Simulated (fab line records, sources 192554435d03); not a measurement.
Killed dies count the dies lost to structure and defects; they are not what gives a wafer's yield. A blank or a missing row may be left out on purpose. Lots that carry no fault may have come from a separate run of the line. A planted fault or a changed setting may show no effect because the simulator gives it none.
fab line records | flow n5-finfet
record: lots: 7 wafers: 19 last-day: 16
route steps=1938 shown BEOL_M8@1381 PASSIVATION@1936
lots untouched by any fault: they come from a run of this same line in which no faults occurred
start-h: hours from the record's opening day to when the first of the lot's shown wafers began | wait-h: how many hours have passed since the lot's step before this one | " repeats the value in the row above | L1.1+2: several wafers, shown together as one row | - no value, or no start given | * or withheld: withheld | < > ~ a bound
route shown NAME@n: a module of which the file shows steps, and the number in the route of the first | usual: the fault-free wafers' mean and standard deviation | same: alike in all rows | chamber/n: place in a boat | sites: each site's reading | _std_site: standard deviation across them | _edge_site: inner sites' mean taken away from outer sites' mean | radius-mm: for every site, how far away it sits from the centre of the wafer | mask NAME#n: copy n | behind: the most recent tool/chamber to have shaped the wafer | hold: why the lot was held/for how many hours/how that ended | device: transistor that didn't switch, given as n, p or np | end of line: tests run on the same wafers once the route is complete | a step with no rows: only its recipe | killed: the dies lost at the first sort to structure and to defects; this is not the yield of the wafer | map: per-die view of a wafer (x killed, . not killed, _ where there is no die)
set.NAME: the setting as run; set.NAME@STEP: as run at that earlier step | model.NAME: the simulator's own value behind a step, which no gauge read
certain route steps with their lots: each step a table, each wafer a row
services: when a tool's chamber went out of use (start-h, in hours from the record's first day, below 0 if earlier), for how many hours, and the reason
== steps ==
step: N5_BEOL_M8_HM_STRIP_39
recipe: chemistry: peroxide-tin-strip material: TiN target-depth-a: 250 temp-c: 50 time-s: 158
step: N5_BEOL_M8_SRD_40
recipe: time-s: 30 temp-c: 23 rinse-liquid: diw dry: ipa-marangoni
step: N5_BEOL_M8_PRECLEAN_42
recipe: chemistry: residue-remover time-s: 60 temp-c: 40
step: N5_BEOL_M8_SRD_43
recipe: time-s: 30 temp-c: 23 rinse-liquid: diw dry: ipa-marangoni
step: N5_BEOL_M8_CD_MEAS_35
recipe: target-cd-nm: 40 polarity: opening
usual: cd-nm: 40.2/0.59
columns lot.wafer tool chamber start-h wait-h cd-nm
L921.1 cd-sem-01 - 207.77 0.0 40.0
L921.3 " - " " 41.3
L921.4 " - " " 41.5
L924.2 cd-sem-01 - 208.58 0.0 39.8
L924.4 " - " " 40.1
L924.6 " - " " 39.4
L929.2 cd-sem-01 - 257.74 0.0 39.0
L929.3 " - " " 40.3
L929.4 " - " " 41.1
L931.2 cd-sem-02 - 274.72 0.0 40.4
L931.3 " - " " 40.5
L932.2 cd-sem-03 - 275.93 0.0 39.4
L932.3 " - " " 40.1
L936.1 cd-sem-02 - 307.79 0.0 40.0
L936.2 " - " " 39.1
L936.5 " - " " 39.9
L939.1 cd-sem-01 - 327.28 0.0 39.5
L939.3 " - " " 39.0
L939.4 " - " " 40.4
step: N5_BEOL_M8_CURE_75
recipe: temp-c: 370 time-s: 120 ambient: DMADMS/He material: SiCOH_lowk
usual: lamp-power-pct: 52.31/0.059 wafer_temp_C_max: 371.8/0.6
columns lot.wafer tool chamber start-h wait-h lamp-power-pct wafer_temp_C_max
L921.1 uv-cure-02 2 207.81 0.0 52.37 370.6
L921.3 " 2 " " 52.38 372.1
L921.4 " 2 " " 52.34 371.3
L924.2 uv-cure-02 1 208.72 0.1 52.37 372.9
L924.4 " 1 " " 52.34 372.8
L924.6 " 1 " " 52.32 372.0
L929.2 uv-cure-03 2 258.26 0.5 52.31 371.8
L929.3 " 2 " " 52.31 371.5
L929.4 " 2 " " 52.32 371.3
L931.2 uv-cure-02 0 274.81 0.1 52.29 370.9
L931.3 " 0 " " 52.27 371.5
L932.2 uv-cure-02 1 276.02 0.1 52.30 372.5
L932.3 " 1 " " 52.36 372.6
L936.1 uv-cure-03 2 307.84 0.0 52.31 371.3
L936.2 " 2 " " 52.36 371.6
L936.5 " 2 " " 52.21 371.2
L939.1 uv-cure-02 2 327.33 0.0 52.30 372.1
L939.3 " 2 " " 52.40 371.9
L939.4 " 2 " " 52.34 371.8
step: N5_BEOL_M8_DEGAS_44
recipe: ambient: vacuum temp-c: 250 time-s: 60
usual: heater-power-w: 334/26
columns lot.wafer tool chamber start-h wait-h heater-power-w
L921.1 pvd-sputter-02 - 208.43 0.5 335
L921.3 " - " " 318
L921.4 " - " " 367
L924.2 pvd-sputter-01 - 209.38 0.6 307
L924.4 " - " " 294
L924.6 " - " " 294
L929.2 pvd-sputter-03 - 258.61 0.3 345
L929.3 " - " " 312
L929.4 " - " " 323
L931.2 pvd-sputter-02 - 275.23 0.4 377
L931.3 " - " " 305
L932.2 pvd-sputter-03 - 276.33 0.3 350
L932.3 " - " " 312
L936.1 pvd-sputter-02 - 308.58 0.7 330
L936.2 " - " " 339
L936.5 " - " " 334
L939.1 pvd-sputter-03 - 327.65 0.3 312
L939.3 " - " " 316
L939.4 " - " " 319
step: N5_BEOL_M8_PRE_CLEAN_45
recipe: gas: H2/He time-s: 30 temp-c: 250
usual: heater-power-w: 333/26
columns lot.wafer tool chamber start-h wait-h heater-power-w
L921.1 pvd-sputter-02 - 208.47 0.0 336
L921.3 " - " " 314
L921.4 " - " " 369
L924.2 pvd-sputter-01 - 209.42 0.0 306
L924.4 " - " " 297
L924.6 " - " " 299
L929.2 pvd-sputter-03 - 258.65 0.0 350
L929.3 " - " " 318
L929.4 " - " " 330
L931.2 pvd-sputter-02 - 275.27 0.0 370
L931.3 " - " " 314
L932.2 pvd-sputter-03 - 276.37 0.0 350
L932.3 " - " " 314
L936.1 pvd-sputter-02 - 308.63 0.0 337
L936.2 " - " " 329
L936.5 " - " " 328
L939.1 pvd-sputter-03 - 327.69 0.0 323
L939.3 " - " " 304
L939.4 " - " " 317
step: N5_BEOL_M8_ALD_77
recipe: material: TaN target-thk-a: 20 temp-c: 275 ald-precursor-family: PDMAT ald-co-reactant: NH3 pressure-torr: 3 carrier-flow-sccm: 1500 pulse-time-s: 2 purge-time-s: 3 co-reactant-purge-time-s: 2 co-reactant-pulse-time-s: 3 ald-cycles: 40 precursor-vessel-temp-c: 75 precursor-vessel-pressure-torr: 26.25 precursor-vessel-carrier-sccm: 1000
usual: heater-power-w: 399/32
columns lot.wafer tool chamber start-h wait-h heater-power-w
L921.1 ald-metal-02 2 208.53 0.0 429
L921.3 " 1 " " 395
L921.4 " 0 " " 398
L924.2 ald-metal-02 0 209.71 0.3 407
L924.4 " 1 " " 384
L924.6 " 1 " " 376
L929.2 ald-metal-02 1 258.71 0.0 376
L929.3 " 0 " " 405
L929.4 " 2 " " 427
L931.2 ald-metal-03 1 275.34 0.0 485
L931.3 " 2 " " 343
L932.2 ald-metal-04 3 276.43 0.0 398
L932.3 " 1 " " 426
L936.1 ald-metal-03 2 308.69 0.0 345
L936.2 " 3 " " 391
L936.5 " 2 " " 339
L939.1 ald-metal-02 0 327.75 0.0 406
L939.3 " 1 " " 385
L939.4 " 2 " " 430
step: N5_BEOL_M8_SURFACE_TREAT_79
recipe: gas: Ar time-s: * ion-energy-ev: * ion-current-ma-cm2: 0.5 pressure-mtorr: * ar-flow-sccm: 30
usual: throttle-valve-pct: *
columns lot.wafer tool chamber start-h wait-h throttle-valve-pct
L921.1 pvd-sputter-03 - 208.81 0.2 *
L921.3 " - " " *
L921.4 " - " " *
L924.2 pvd-sputter-02 - 210.80 1.0 *
L924.4 " - " " *
L924.6 " - " " *
L929.2 pvd-sputter-03 - 259.53 0.7 *
L929.3 " - " " *
L929.4 " - " " *
L931.2 pvd-sputter-03 - 275.65 0.2 *
L931.3 " - " " *
L932.2 pvd-sputter-03 - 276.77 0.2 *
L932.3 " - " " *
L936.1 pvd-sputter-02 - 309.02 0.2 *
L936.2 " - " " *
L936.5 " - " " *
L939.1 pvd-sputter-03 - 328.04 0.2 *
L939.3 " - " " *
L939.4 " - " " *
step: N5_BEOL_M8_CVD_78
recipe: material: Co target-thk-a: 20 temp-c: withheld precursor: CCTBA/H2 pressure-torr: 30 time-s: 142.3
step: N5_BEOL_M8_SPUTTER_48
recipe: material: Cu target-thk-a: 100 temp-c: -20 bias-v: 60 power-w: 26000 chamber-pressure-pa: 0.13 time-s: 1.667
step: N5_BEOL_M8_ECD_50
recipe: material: Cu target-thk-a: 3000
columns lot.wafer tool chamber start-h wait-h model.Cu_of_BEOL_M8_ECD_50.thk-nm
L921.1 ecd-cu-02 1 209.11 0.1 304.8
L921.3 " 1 " " 301.2
L921.4 " 0 " " 301.6
L924.2 ecd-cu-02 1 211.13 0.1 297.8
L924.4 " 1 " " 300.8
L924.6 " 0 " " 297.2
L929.2 ecd-cu-02 1 259.98 0.1 575
L929.3 " 1 " " 298.6
L929.4 " 0 " " 299.6
L931.2 ecd-cu-02 0 276.10 0.1 577.2
L931.3 " 0 " " 300.6
L932.2 ecd-cu-02 0 278.50 0.1 565.2
L932.3 " 0 " " 297.2
L936.1 ecd-cu-01 0 309.61 0.1 303.6
L936.2 " 1 " " 299.4
L936.5 " 0 " " 299.2
L939.1+3 ecd-cu-01 0,1 328.36 0.1 296.8
L939.4 " 0 " " 293.4
step: N5_BEOL_M8_ANNEAL_51
recipe: temp-c: 225 time-s: 90 ambient: N2
step: N5_BEOL_M8_CMP_52
recipe: stop-on: SiCOH_lowk t-overpolish-s: 6.9 down-force-psi: 1 platen-rpm: 50 clearing-platen-down-force-psi: 1.5 clearing-platen-rpm: 50 post-cmp-clean: cu-alkaline target-thk-nm: 80 clearing-platen-pad-velocity-m-s: 0.99484 pad-velocity-m-s: 0.99484
usual: motor-current-A: 5.9/0.4 time-to-endpoint-s: 61.3/2.5
columns lot.wafer tool chamber start-h wait-h motor-current-A time-to-endpoint-s
L921.4 cmp-04 1 209.50 0.1 5.7 62.7
L921.1 " 3 " " 6.1 62.4
L921.3 " 0 " " 6.0 62.1
L924.4 cmp-03 3 211.53 0.1 5.9 63.8
L924.2 " 1 " " 6.2 65.5
L924.6 " 3 " " 5.5 61.7
L929.3 cmp-04 3 260.41 0.2 6.3 62.1
L929.2 " 0 " " 6.1 114.9
L929.4 " 1 " " 5.7 61.1
L931.2 cmp-04 0 277.19 0.3 6.3 115.9
L931.3 " 1 " " 5.6 60.5
L932.3 cmp-04 3 279.06 0.2 6.2 58.2
L932.2 " 2 " " 5.9 112.9
L936.1 cmp-04 1 310.22 0.3 5.7 60.6
L936.2 " 3 " " 6.1 61.5
L936.5 " 2 " " 5.8 62.1
L939.3 cmp-04 1 328.83 0.2 5.9 57.9
L939.4 " 2 " " 6.1 56.3
L939.1 " 3 " " 6.1 59.1
step: N5_BEOL_M8_THK_MEAS_53
recipe: thk-meas-gauge: xrf reads: Cu_of_BEOL_M8_ECD_50
usual: M8_THK: 80.6/2.3
columns lot.wafer tool chamber start-h wait-h M8_THK[nm]
L921.1 film-metro-02 - 209.79 - 79.4
L921.3 " - " " 81.5
L921.4 " - " " 80.0
L924.2 film-metro-02 - 211.83 - 80.1
L924.4 " - " " 77.9
L924.6 " - " " 78.7
L929.2 film-metro-01 - 260.67 - 81.4
L929.3 " - " " 86.0
L929.4 " - " " 79.2
L931.2 film-metro-02 - 277.41 - 79.4
L931.3 " - " " 79.1
L932.2 film-metro-02 - 279.35 - 78.6
L932.3 " - " " 77.9
L936.1 film-metro-02 - 310.51 - 80.2
L936.2 " - " " 81.8
L936.5 " - " " 80.2
L939.1 film-metro-01 - 329.09 - 81.0
L939.3 " - " " 81.3
L939.4 " - " " 78.2
step: N5_PASSIVATION_PROBE_49
usual: defect-limited-yield: 91.6/1.6 killed_at_M0_to_M3: 31/10 killed_at_M4_up: 14/6.3 killed-at-contacts: 12/6.1 killed-at-front-end: 39/12 killed-at-other: 3.7/2.8 killed-dies: 100/19 killed-open: 66/14 killed-short: 33/8.1 sort_bin_4_leakage: 0.00/0.014 sort_bin_5_function: 5.0/1.1 sort_bin_6_memory: 3.2/0.66 sort-n-pass: 1080/18 sort-yield-pct: 91.6/1.6
same: gross-dies: 1180 killed-at-back-side: 0 sort_bin_8_speed[%]: 0
columns lot.wafer tool chamber start-h wait-h defect-limited-yield[%] killed_at_M0_to_M3 killed_at_M4_up killed-at-contacts killed-at-front-end killed-at-other killed-dies killed-open killed-short sort_bin_4_leakage[%] sort_bin_5_function[%] sort_bin_6_memory[%] sort-n-pass sort-yield-pct[%]
L921.1 prober-01 - 286.79 0.0 90.2 64 12 9 25 6 116 69 45 0 6.0 3.6 1064 90.2
L921.3 prober-01 - 286.89 0.1 90.8 61 5 11 27 5 109 76 33 0 5.5 3.5 1071 90.8
L921.4 prober-01 - 286.94 0.2 91.7 29 13 16 35 5 98 64 33 0 4.2 3.8 1082 91.7
L929.2 prober-02 - 334.38 0.1 93.9 17 13 3 37 2 72 43 29 0 3.6 2.3 1108 93.9
L929.3 prober-02 - 334.43 0.1 93.0 29 11 2 35 6 83 49 31 0 3.2 3.6 1097 93.0
L932.2 prober-02 - 339.06 0.1 87.6 47 24 23 44 8 146 95 50 0 6.9 4.7 1034 87.6
L932.3 prober-02 - 339.11 0.1 91.1 36 12 11 41 5 105 64 41 0 5.9 2.6 1075 91.1
L939.1 prober-01 - 393.20 0.0 91.9 13 24 10 42 6 95 68 27 0 4.7 3.1 1085 91.9
L939.3 prober-01 - 393.30 0.1 90.0 32 9 29 45 3 118 89 27 0 5.8 4.1 1062 90.0
L939.4 prober-01 - 393.35 0.2 93.3 23 13 17 26 0 79 53 26 0 3.9 2.5 1101 93.3
killed by level:class
L921.1 BEOL_M0_SAQP:geometric-particle:short=20 BEOL_M0_SAQP:geometric-particle:open=13 BEOL_M3:geometric-particle:open=10 STI_FIN_REVEAL:geometric-particle:open=7 MOL_CONTACT_COAG:geometric-particle:open=6 BEOL_M1:geometric-particle:open=6 GATE_CUT:geometric-particle:short=5 BEOL_M2:geometric-particle:open=4
L921.3 BEOL_M0_SAQP:geometric-particle:open=17 BEOL_M2:geometric-particle:open=12 BEOL_M0_SAQP:geometric-particle:short=11 MOL_CONTACT_COAG:geometric-particle:open=10 FIN_SAQP:geometric-particle:short=7 BEOL_M1:geometric-particle:open=7 FIN_SAQP:geometric-particle:open=6 BEOL_M3:geometric-particle:open=6
L921.4 MOL_CONTACT_COAG:geometric-particle:open=12 BEOL_M0_SAQP:geometric-particle:open=10 BEOL_M0_SAQP:geometric-particle:short=10 FIN_SAQP:geometric-particle:short=8 STI_FIN_REVEAL:geometric-particle:open=7 BEOL_M4:geometric-particle:open=7 FIN_SAQP:geometric-particle:open=5 BEOL_M2:geometric-particle:open=4
L929.2 STI_FIN_REVEAL:geometric-particle:open=8 FIN_SAQP:geometric-particle:open=7 FIN_SAQP:geometric-particle:short=6 BEOL_M4:geometric-particle:open=6 STARTING-WAFER:geometric-particle:short=5 STI_FIN_REVEAL:geometric-particle:short=4 DUMMY_GATE:geometric-particle:open=4 BEOL_M0_SAQP:geometric-particle:open=4
L929.3 FIN_SAQP:geometric-particle:open=13 BEOL_M2:geometric-particle:open=8 BEOL_M2:geometric-particle:short=6 BEOL_M0_SAQP:geometric-particle:open=5 FIN_SAQP:geometric-particle:short=4 STI_FIN_REVEAL:geometric-particle:short=4 BEOL_M4:geometric-particle:short=4 BEOL_M4:geometric-particle:open=4
L932.2 MOL_CONTACT_COAG:geometric-particle:open=18 FIN_SAQP:geometric-particle:open=13 FIN_SAQP:geometric-particle:short=11 BEOL_M0_SAQP:geometric-particle:short=11 BEOL_M2:geometric-particle:open=8 BEOL_M3:geometric-particle:open=8 GATE_CUT:geometric-particle:short=7 BEOL_M0_SAQP:geometric-particle:open=7
L932.3 GATE_CUT:geometric-particle:short=10 FIN_SAQP:geometric-particle:short=9 BEOL_M0_SAQP:geometric-particle:short=8 MOL_CONTACT_COAG:geometric-particle:open=8 BEOL_M2:geometric-particle:open=7 BEOL_M1:geometric-particle:open=6 BEOL_M3:geometric-particle:open=5 FIN_SAQP:geometric-particle:open=4
L939.1 BEOL_M5:geometric-particle:open=12 STI_FIN_REVEAL:geometric-particle:open=11 MOL_CONTACT_COAG:geometric-particle:open=10 BEOL_M1:geometric-particle:open=9 GATE_CUT:geometric-particle:short=7 FIN_SAQP:geometric-particle:short=5 FIN_SAQP:geometric-particle:open=5 STARTING-WAFER:geometric-particle:open=5
L939.3 MOL_CONTACT_COAG:geometric-particle:open=25 STI_FIN_REVEAL:geometric-particle:open=14 FIN_SAQP:geometric-particle:open=10 BEOL_M3:geometric-particle:open=10 BEOL_M0_SAQP:geometric-particle:short=8 BEOL_M0_SAQP:geometric-particle:open=7 FIN_SAQP:geometric-particle:short=5 DUMMY_GATE:geometric-particle:open=4
L939.4 MOL_CONTACT_COAG:geometric-particle:open=11 STI_FIN_REVEAL:geometric-particle:open=7 FIN_SAQP:geometric-particle:open=6 MOL_CONTACT_COAG:geometric-particle:short=6 BEOL_M0_SAQP:geometric-particle:short=6 BEOL_M0_SAQP:geometric-particle:open=5 BEOL_M4:geometric-particle:open=4 FIN_SAQP:geometric-particle:short=3
== services ==
columns tool chamber start-h hours kind
ecd-cu-01 - 185.41 3.5 repair
uv-cure-03 - 217.02 2.8 pm
ald-metal-04 - 217.67 8.7 pm
cmp-03 - 219.00 2.2 repair
cmp-04 - 223.57 4.0 pm
uv-cure-03 - 225.74 0.6 repair
cmp-04 - 227.57 - consumable-replace:conditioner
cmp-04 - 227.57 - consumable-replace:pad
ecd-cu-02 - 228.96 1.5 repair
uv-cure-03 - 230.33 0.5 repair
ald-metal-03 3 233.96 4.1 repair
uv-cure-02 - 245.75 14.6 pm
cmp-04 - 247.54 5.0 repair
uv-cure-02 - 260.35 7.5 pm
ald-metal-03 2 296.88 6.9 repair
ald-metal-02 - 299.29 8.7 pm
cmp-03 - 299.53 7.0 pm
ald-metal-03 - 301.08 0.4 repair
pvd-sputter-01 - 310.44 9.1 repair
ald-metal-02 - 314.01 1.5 repair
ald-metal-03 - 318.41 74.6 repair
cmp-04 - 318.51 3.0 repair
uv-cure-03 - 324.78 24.9 pm
== key ==
first-sign: step: N5_BEOL_M8_CMP_52 reading: time-to-endpoint-s direction: up sigmas: 21 usual: * struck: *
effect none on later readings
model-effect: step: N5_BEOL_M8_ECD_50 value: Cu_of_BEOL_M8_ECD_50.thk-nm without: 301.1 struck: 572.5
met-at N5_BEOL_M8_ECD_50
struck-wafers L929.2,L931.2,L932.2
onset-between 211.13 259.98
fault: kind: process-parameter-drift tool: ecd-cu-02 chamber: - onset-h: 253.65 steps: N5_BEOL_M8_ECD_50 channel: target-thk-a offset: * shape: step end-h: 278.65 scope: struck-wafers-only acts-in: * stated: *
